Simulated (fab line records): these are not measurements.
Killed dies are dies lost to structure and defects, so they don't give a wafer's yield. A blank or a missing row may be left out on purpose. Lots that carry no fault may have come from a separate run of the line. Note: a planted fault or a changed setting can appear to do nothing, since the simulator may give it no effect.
fab line records | flow n5_finfet | part 2 of 2: steps 5 to 6 of 6
record: lots: 22 wafers: 66 last_day: 18
route steps=1938 shown BEOL_M10@1488 BEOL_M11@1538
lots with no fault: from the same line, run without faults
start_h: the number of hours between the record's first day and the start of the first shown wafer of the lot | wait_h: hours from the lot's prior step to this one | " the same as in the row above | L1.1+2: several wafers, shown together as one row | - either no value or no given start | * or withheld: withheld | < > ~ a bound
route shown NAME@n: NAME is a module with steps in the file, n the number in the route of the first one | usual: mean/standard deviation taken from wafers without a fault | same: alike in all rows | chamber/n: place in a boat | sites: readings site by site | _std_site: the values' standard deviation | _edge_site: mean of outer sites minus mean of inner sites | radius_mm: for every site, how far away it sits from the centre of the wafer | mask NAME#n: copy n | behind: tool/chamber where the wafer was last shaped | hold: why the lot went on hold/how many hours it stayed there/how the hold came to an end | device: whichever transistor did not switch (one of n, p or np) | end of line: at the end of the route, the tests of the same wafers | a step with no rows: only its recipe | killed: the dies lost at the first sort to structure and to defects; this is not the yield of the wafer | map: dies across one wafer; x = killed, . = not, _ = none there
set.NAME: setting as actually run; set.NAME@STEP: the setting as run at that earlier step | model.NAME: the simulator's own value behind a step, which no gauge read
a sample of lots followed through the steps of the route, with each step as a table and each wafer as a row
services: the hour from which a tool's chamber was out of use, counted from the record's first day as start_h (under 0 if before that day), plus the number of hours and why
== steps ==
step: N5_BEOL_M11_DESCUM_16
recipe: chemistry: O2 time_s: 7.9 source_power_w: 50 bias_power_w: 20 pressure_mtorr: 20 rf_frequency_hz: 2.712e+07 temp_c: 40 resist: CAR-ArF o2_flow_sccm: 225
usual: drypump_motor_current_A: 5.7/0.31 oes_product_au: 0.79/0.097 rf_vpp_V: 243.2/1.3 showerhead_plenum_p_Torr: 2.09/0.072 throttle_valve_pct: 20.36/0.27
columns lot.wafer tool chamber start_h wait_h drypump_motor_current_A oes_product_au rf_hours_counter_h rf_vpp_V showerhead_plenum_p_Torr throttle_valve_pct
L075.3 rie_diel-02 1 268.17 0.0 5.9 0.97 3 245.3 2.16 20.07
L075.4 " 2 " " 5.7 0.93 - 243.0 2.13 20.02
L075.6 " 1 " " 5.9 0.96 - 243.3 2.16 20.09
L076.1 rie_diel-05 2 268.34 0.0 5.9 0.71 175 243.6 2.07 20.21
L076.2 " 0 " " 5.3 0.72 191 242.7 2.06 20.22
L076.5 " 3 " " 6.3 0.91 - 245.2 2.22 20.40
L079.1 rie_diel-05 1 268.63 0.1 5.1 0.82 59 243.2 2.13 20.28
L079.3 " 2 " " 5.9 0.71 176 244.3 2.07 20.23
L079.5 " 3 " " 6.3 0.91 - 246.1 2.22 20.42
L082.1 rie_diel-05 0 275.75 0.2 5.3 0.71 194 244.1 2.06 20.25
L082.4 " 3 " " 6.3 0.91 23 245.1 2.22 20.45
L082.5 " 1 " " 5.1 0.82 - 244.9 2.13 20.26
L077.1 rie_diel-05 2 277.59 0.0 5.9 0.71 178 244.3 2.07 20.23
L077.3 " 0 " " 5.3 0.72 194 244.3 2.06 20.25
L077.6 " 1 " " 5.1 0.82 - 243.3 2.13 20.27
L080.1 rie_diel-04 2 279.89 0.3 5.8 0.92 14 243.2 2.04 19.99
L080.4 " 1 " " 5.9 0.72 197 243.8 2.14 20.25
L080.5 " 1 " " 6.0 0.72 - 244.4 2.14 20.27
L078.1 rie_diel-04 2 305.51 0.4 5.7 0.90 23 242.0 2.04 20.00
L078.4 " 2 " " 5.8 0.90 - 242.8 2.04 20.00
L078.5 " 0 " " 5.7 0.69 - 243.1 2.07 20.90
L084.2 rie_diel-05 1 313.37 0.0 5.1 0.80 73 242.9 2.12 20.28
L084.5 " 3 " " 6.3 0.88 - 245.4 2.21 20.42
L084.6 " 0 " " 5.3 0.71 - 244.3 2.05 20.27
L086.2 rie_diel-02 3 314.85 0.0 5.4 0.87 30 241.4 2.03 20.44
L086.3 " 2 " " 5.7 0.87 29 243.0 2.12 20.03
L086.6 " 0 " " 5.3 0.69 - 241.5 1.98 20.56
L083.3 rie_diel-02 0 315.33 0.0 5.3 0.70 224 241.3 1.98 20.56
L083.5 " 3 " " 5.5 0.86 - 243.8 2.03 20.44
L083.6 " 2 " " 5.6 0.88 - 242.2 2.12 20.04
L085.2 rie_diel-02 0 315.83 0.4 5.3 0.70 225 241.9 1.98 20.55
L085.3 " 2 " " 5.7 0.89 30 244.1 2.12 20.04
L085.5 " 0 " " 5.3 0.69 - 241.7 1.98 20.56
L089.1 rie_diel-02 1 336.41 0.0 5.9 0.90 24 242.6 2.15 20.11
L089.3 " 0 " " 5.3 0.69 234 241.9 1.98 20.58
L089.5 " 1 " " 5.9 0.89 - 242.7 2.15 20.10
L088.1 rie_diel-04 0 336.64 0.1 5.7 0.69 231 243.6 2.06 20.90
L088.2 " 1 " " 5.9 0.70 217 244.7 2.14 20.29
L088.3 " 3 " " 5.5 0.96 4 244.5 2.24 20.56
L087.3 rie_diel-04 1 340.19 0.3 5.9 0.70 219 245.1 2.14 20.28
L087.4 " 2 " " 5.8 0.88 37 241.9 2.03 20.02
L087.5 " 0 " " 5.7 0.68 - 242.0 2.06 20.92
L090.1 rie_diel-04 2 344.40 1.4 5.8 0.86 39 242.1 2.03 20.04
L090.2 " 3 " " 5.5 0.96 8 244.3 2.24 20.55
L090.6 " 2 " " 5.8 0.88 - 242.7 2.03 20.04
L091.1 rie_diel-02 2 356.37 0.4 5.7 0.86 45 244.0 2.12 20.07
L091.4 " 3 " " 5.5 0.85 46 242.5 2.03 20.49
L091.5 " 3 " " 5.5 0.85 - 241.6 2.03 20.47
L092.2 rie_diel-04 3 356.38 0.2 5.5 0.94 13 243.6 2.24 20.56
L092.4 " 0 " " 5.7 0.69 239 241.2 2.06 20.93
L092.6 " 0 " " 5.7 0.68 - 242.3 2.06 20.92
L093.2 rie_diel-02 1 363.19 0.0 5.8 0.89 34 244.0 2.15 20.12
L093.3 " 0 " " 5.3 0.68 244 242.2 1.98 20.59
L093.6 " 0 " " 5.3 0.69 - 241.1 1.98 20.60
L094.1 rie_diel-05 3 363.66 0.0 6.3 0.86 49 244.4 2.21 20.46
L094.2 " 1 " " 5.1 0.79 85 243.0 2.12 20.31
L094.4 " 2 " " 5.9 0.70 200 242.1 2.06 20.25
L095.4 rie_diel-05 2 373.23 0.1 5.9 0.70 203 242.5 2.06 20.25
L095.5 " 2 " " 5.9 0.70 - 244.3 2.06 20.26
L095.6 " 3 " " 6.3 0.86 - 245.0 2.21 20.48
L097.2 rie_diel-04 3 387.57 0.0 5.5 0.92 22 245.4 2.23 20.58
L097.3 " 0 " " 5.7 0.67 249 242.2 2.06 20.91
L097.6 " 3 " " 5.5 0.91 - 243.6 2.23 20.58
L096.1 rie_diel-04 0 387.86 0.0 5.7 0.67 249 242.8 2.06 20.92
L096.3 " 2 " " 5.8 0.85 51 242.1 2.03 20.05
L096.5 " 3 " " 5.5 0.92 - 243.6 2.23 20.59
step: N5_BEOL_M11_STRIP_67
recipe: chemistry: CF4 resist: SiARC power_w: 300 bias_power_w: 75 pressure_mtorr: 50 cf4_flow_sccm: 150 rf_frequency_hz: 6e+07
usual: drypump_motor_current_A: 5.7/0.31 oes_product_au: 0.80/0.093 rf_vpp_V: 271.2/1.5 showerhead_plenum_p_Torr: 1.80/0.057 throttle_valve_pct: 13.56/0.28
columns lot.wafer tool chamber start_h wait_h drypump_motor_current_A oes_product_au rf_hours_counter_h rf_vpp_V showerhead_plenum_p_Torr throttle_valve_pct
L075.3 rie_diel-02 1 268.40 0.0 5.8 0.94 3 270.6 1.82 13.08
L075.4 " 2 " " 5.7 0.92 - 273.5 1.83 13.15
L075.6 " 1 " " 5.8 0.95 - 271.8 1.82 13.08
L076.1 rie_diel-05 2 268.57 0.0 5.9 0.73 176 269.8 1.78 13.46
L076.2 " 0 " " 5.3 0.72 192 271.4 1.78 13.63
L076.5 " 3 " " 6.3 0.92 - 275.3 1.90 13.51
L079.1 rie_diel-05 1 268.87 0.0 5.1 0.83 59 270.5 1.84 13.45
L079.3 " 2 " " 5.9 0.72 176 271.9 1.78 13.47
L079.5 " 3 " " 6.3 0.91 - 273.4 1.90 13.51
L082.1 rie_diel-05 0 275.98 0.0 5.3 0.71 194 269.3 1.78 13.62
L082.4 " 3 " " 6.3 0.91 23 274.1 1.90 13.54
L082.5 " 1 " " 5.1 0.83 - 272.7 1.84 13.44
L077.1 rie_diel-05 2 277.82 0.0 5.8 0.72 178 272.1 1.78 13.48
L077.3 " 0 " " 5.3 0.72 194 270.4 1.78 13.64
L077.6 " 1 " " 5.1 0.82 - 270.8 1.84 13.45
L080.1 rie_diel-04 2 280.12 0.0 5.8 0.91 14 270.5 1.76 13.16
L080.4 " 1 " " 5.9 0.70 197 271.7 1.86 13.63
L080.5 " 1 " " 5.9 0.71 - 272.6 1.86 13.63
L078.1 rie_diel-04 2 305.74 0.0 5.7 0.89 23 271.6 1.76 13.19
L078.4 " 2 " " 5.8 0.90 - 271.1 1.76 13.21
L078.5 " 0 " " 5.7 0.70 - 270.9 1.76 13.98
L084.2 rie_diel-05 1 313.60 0.0 5.1 0.82 73 272.4 1.83 13.47
L084.5 " 3 " " 6.3 0.88 - 272.5 1.90 13.54
L084.6 " 0 " " 5.3 0.71 - 268.6 1.77 13.64
L086.2 rie_diel-02 3 315.08 0.0 5.5 0.87 30 270.3 1.75 13.51
L086.3 " 2 " " 5.7 0.88 29 270.9 1.82 13.19
L086.6 " 0 " " 5.3 0.70 - 271.1 1.72 13.90
L083.3 rie_diel-02 0 315.56 0.0 5.3 0.70 225 269.4 1.72 13.89
L083.5 " 3 " " 5.4 0.87 - 270.6 1.75 13.52
L083.6 " 2 " " 5.6 0.89 - 271.4 1.82 13.19
L085.2 rie_diel-02 0 316.06 0.0 5.3 0.70 225 269.2 1.72 13.89
L085.3 " 2 " " 5.7 0.88 30 272.6 1.82 13.18
L085.5 " 0 " " 5.3 0.70 - 269.5 1.72 13.89
L089.1 rie_diel-02 1 336.64 0.0 5.8 0.89 24 272.6 1.82 13.13
L089.3 " 0 " " 5.3 0.70 234 269.2 1.72 13.92
L089.5 " 1 " " 5.9 0.88 - 271.5 1.82 13.14
L088.1 rie_diel-04 0 336.87 0.0 5.7 0.70 231 269.6 1.76 13.99
L088.2 " 1 " " 5.9 0.69 218 272.9 1.85 13.66
L088.3 " 3 " " 5.5 0.96 4 273.7 1.91 13.51
L087.3 rie_diel-04 1 340.42 0.0 5.9 0.70 219 272.7 1.85 13.69
L087.4 " 2 " " 5.7 0.87 37 268.9 1.75 13.22
L087.5 " 0 " " 5.7 0.70 - 271.4 1.76 14.00
L090.1 rie_diel-04 2 344.63 0.0 5.8 0.86 39 270.1 1.75 13.23
L090.2 " 3 " " 5.5 0.95 8 274.2 1.91 13.52
L090.6 " 2 " " 5.7 0.86 - 270.0 1.75 13.24
L091.1 rie_diel-02 2 356.60 0.0 5.7 0.87 45 274.1 1.82 13.23
L091.4 " 3 " " 5.5 0.83 46 268.7 1.74 13.56
L091.5 " 3 " " 5.5 0.84 - 269.5 1.74 13.55
L092.2 rie_diel-04 3 356.61 0.0 5.5 0.93 13 273.8 1.91 13.53
L092.4 " 0 " " 5.7 0.69 239 271.8 1.76 14.01
L092.6 " 0 " " 5.7 0.70 - 271.7 1.76 14.02
L093.2 rie_diel-02 1 363.42 0.0 5.8 0.87 34 271.2 1.82 13.15
L093.3 " 0 " " 5.3 0.69 244 270.4 1.71 13.94
L093.6 " 0 " " 5.3 0.69 - 269.8 1.71 13.94
L094.1 rie_diel-05 3 363.89 0.0 6.3 0.87 49 271.3 1.89 13.57
L094.2 " 1 " " 5.1 0.80 85 271.4 1.83 13.51
L094.4 " 2 " " 5.8 0.71 200 269.2 1.77 13.50
L095.4 rie_diel-05 2 373.47 0.0 5.9 0.71 203 270.4 1.77 13.52
L095.5 " 2 " " 5.9 0.70 - 271.9 1.77 13.53
L095.6 " 3 " " 6.3 0.86 - 272.2 1.89 13.59
L097.2 rie_diel-04 3 387.80 0.0 5.5 0.91 22 273.4 1.90 13.54
L097.3 " 0 " " 5.7 0.69 249 269.8 1.76 14.06
L097.6 " 3 " " 5.5 0.91 - 274.2 1.90 13.56
L096.1 rie_diel-04 0 388.09 0.0 5.7 0.69 249 269.6 1.76 14.06
L096.3 " 2 " " 5.8 0.85 52 270.4 1.75 13.25
L096.5 " 3 " " 5.5 0.91 - 274.8 1.90 13.55
== services ==
columns tool chamber start_h hours kind
rie_diel-04 2 240.24 10.5 repair
pecvd-03 2 241.42 8.2 repair
rie_diel-06 3 242.28 - clean
rie_diel-06 3 242.28 - consumable_replace:focus_ring
rie_diel-06 3 242.28 19.6 scheduled_down
rie_diel-06 3 242.28 19.6 vent_cycle
rie_diel-02 - 257.01 2.8 pm
rie_diel-02 3 261.30 17.6 repair
rie_diel-06 1 282.21 - clean
rie_diel-06 1 282.21 - consumable_replace:focus_ring
rie_diel-06 1 282.21 13.8 scheduled_down
rie_diel-06 1 282.21 13.8 vent_cycle
pecvd-02 1 295.80 5.9 repair
rie_diel-04 3 301.26 - clean
rie_diel-04 3 301.26 - consumable_replace:focus_ring
rie_diel-04 3 301.26 - consumable_replace:showerhead
rie_diel-01 2 306.55 1.8 repair
rie_diel-02 1 307.24 11.4 repair
rie_diel-01 - 317.64 2.8 pm
rie_diel-05 - 330.98 14.6 pm
pecvd-03 - 352.80 0.8 pm
pecvd-04 - 357.00 0.6 repair
rie_diel-05 - 379.52 0.5 repair
rie_diel-02 3 381.15 5.7 repair
